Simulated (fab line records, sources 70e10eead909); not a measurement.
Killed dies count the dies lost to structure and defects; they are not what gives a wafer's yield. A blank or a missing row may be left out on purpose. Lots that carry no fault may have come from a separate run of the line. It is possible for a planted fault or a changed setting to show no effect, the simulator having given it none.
Chamber matching | flow nand harc | rie diel-13 running NHARC_A_STAIRCASE_ETCH_451: 4 sister chambers
The step etches the open film in CF4/O2, target depth 30 nm, overetch 3 nm, time 16.5 s. 14 wafers are shown with their chamber, then 7 later ones without.

WAFERS, EACH WITH ITS CHAMBER
wafer  | chamber | drypump motor current A (A) | showerhead plenum p Torr (Torr) | rf vpp V (V)
L542.2 | 1       | 5.6                         | 1.29                            | 196.9
L542.3 | 2       | 6.2                         | 1.38                            | 199.1
L542.6 | 3       | 6.2                         | 1.38                            | 199.2
L547.1 | 3       | 6.3                         | 1.38                            | 198.8
L547.3 | 0       | 5.4                         | 1.44                            | 199.9
L547.4 | 1       | 5.6                         | 1.29                            | 197.6
L550.1 | 1       | 5.6                         | 1.29                            | 196.9
L550.2 | 2       | 6.2                         | 1.37                            | 198.4
L550.5 | 0       | 5.4                         | 1.44                            | 199.1
L555.3 | 0       | 5.4                         | 1.43                            | 199.9
L555.4 | 1       | 5.6                         | 1.28                            | 196.3
L555.6 | 3       | 6.3                         | 1.37                            | 199.1
L561.4 | 0       | 5.4                         | 1.43                            | 201.0
L561.5 | 0       | 5.4                         | 1.43                            | 199.4

SIGNATURES (means of the wafers above)
reading                  | chamber 0 | chamber 1 | chamber 2 | chamber 3 | scatter within a chamber
drypump motor current A  | 5.400     | 5.600     | 6.200     | 6.267     | 0.0258
showerhead plenum p Torr | 1.4340    | 1.2875    | 1.3750    | 1.3767    | 0.00558
rf vpp V                 | 199.860   | 196.925   | 198.750   | 199.033   | 0.572
Rule: a wafer lies at a distance from a chamber equal to the root of the sum of squares, over the readings, of (its reading less the chamber's mean, divided by the reading's scatter). The wafer belongs to the nearest chamber; if the next one is less than 2 further off, it can't be placed. How the scatter is found: for the shown wafers, subtract from each reading the mean of its chamber, square and add these, divide the total by (wafers less chambers), then take the root.

WAFERS WITH NO CHAMBER GIVEN
wafer  | drypump motor current A (A) | showerhead plenum p Torr (Torr) | rf vpp V (V)
L561.6 | 6.2                         | 1.37                            | 198.2
L560.4 | 6.2                         | 1.36                            | 196.7
L560.5 | 5.6                         | 1.28                            | 197.4
L560.6 | 5.4                         | 1.43                            | 198.6
L562.1 | 5.4                         | 1.43                            | 198.8
L562.2 | 5.6                         | 1.28                            | 197.8
L562.4 | 6.3                         | 1.37                            | 197.9

THE CHAMBER EACH PASSED THROUGH
wafer  | from the rows above     | in truth
L561.6 | can't be placed: 2 or 3 | 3
L560.4 | can't be placed: 2 or 3 | 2
L560.5 | 1                       | 1
L560.6 | 0                       | 0
L562.1 | 0                       | 0
L562.2 | 1                       | 1
L562.4 | can't be placed: 3 or 2 | 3
Correct placement for 4 of the 7. Can't be placed from these rows: 3 (the true chamber is among the candidates in 3). 0 placed wrongly.
